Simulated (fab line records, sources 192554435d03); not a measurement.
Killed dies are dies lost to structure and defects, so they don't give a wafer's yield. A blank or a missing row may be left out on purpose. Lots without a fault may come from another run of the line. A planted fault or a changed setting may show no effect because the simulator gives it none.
Problem report in the 8D (eight disciplines) form, filled by code | flow n5_finfet | the parts of the form that need people (team, actions taken, sign-off) are left out

1. THE PROBLEM
spin_speed_rpm at N5_BEOL_M0_SAQP_COAT_87 reads a mean of 1608.2 rpm on 6 wafers of 2 lots; wafers without a fault read 1500.1 rpm with a standard deviation of 1.2. That is +90 standard deviations from the usual mean.
The step: time 60 s, resist thk 5 nm.
First seen on wafer L837.1, day 6 23:50, on litho_track-01. The record holds 27 wafers of 9 lots with a number at this step. Rule for "out", or "out of limits": more than 4 standard deviations from the usual mean. The other wafers with a number count as sound.

2. WHAT IT IS AND WHAT IT IS NOT
question                    | is                     | is not
which readings at this step | spin_speed_rpm         | resist_line_temp_C
which lots                  | L837, L838             | L831, L832, L844, L845, L849, L853, L854
which wafers of those lots  | all that have a number | -
read on which tools         | litho_track-01         | litho_track-03, litho_track-05
when                        | from day 6 23:50       | up to then (6 sound wafers); but 15 sound wafers of L844, L845, L849, L853, L854 came after

3. SUSPECTS, AND WHAT RULES EACH OUT
Counting: a tool at a process step up to the reading stays a suspect if it ran every lot that is out and no sound lot after the first of them.
- litho_track-01 at N5_BEOL_M0_SAQP_COAT_87 (time 60 s, resist thk 5 nm): ruled out as a lasting fault. Sound lots L849 ran on it after its first lot that is out, L837 (day 6 23:50).
Left after counting: nothing in the record.

4. THE CAUSE (what the simulator had put in)
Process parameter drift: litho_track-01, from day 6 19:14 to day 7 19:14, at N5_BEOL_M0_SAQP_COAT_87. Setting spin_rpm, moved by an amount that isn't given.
Counting ruled it out, wrongly.

5. THE CHAIN OF EFFECTS, in route order
Each row: a reading whose mean over the struck wafers that have a number lies more than 3 standard deviations from the usual. Only readings for which the record gives a usual standard deviation are gone through. hours: the time from each lot's start at the first step in this table that gives one to its start at this step, as a median over the lots. sigmas: the change in usual standard deviations.
hours | step                    | reading        | usual      | on struck wafers | change | sigmas
0     | N5_BEOL_M0_SAQP_COAT_87 | spin_speed_rpm | 1500.1 rpm | 1608.2           | +108.1 | +90
The process steps in it:
- N5_BEOL_M0_SAQP_COAT_87: time 60 s, resist thk 5 nm.
Later measuring or inspecting steps at which every struck wafer that the step has a row for has a number for every such reading, and none has moved that far: N5_BEOL_M4_RC_MEAS_101.

6. WHAT WOULD HAVE CAUGHT IT SOONER
In this record the first reading out of limits was taken at day 6 23:50, 5 hours after the fault began at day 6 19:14.
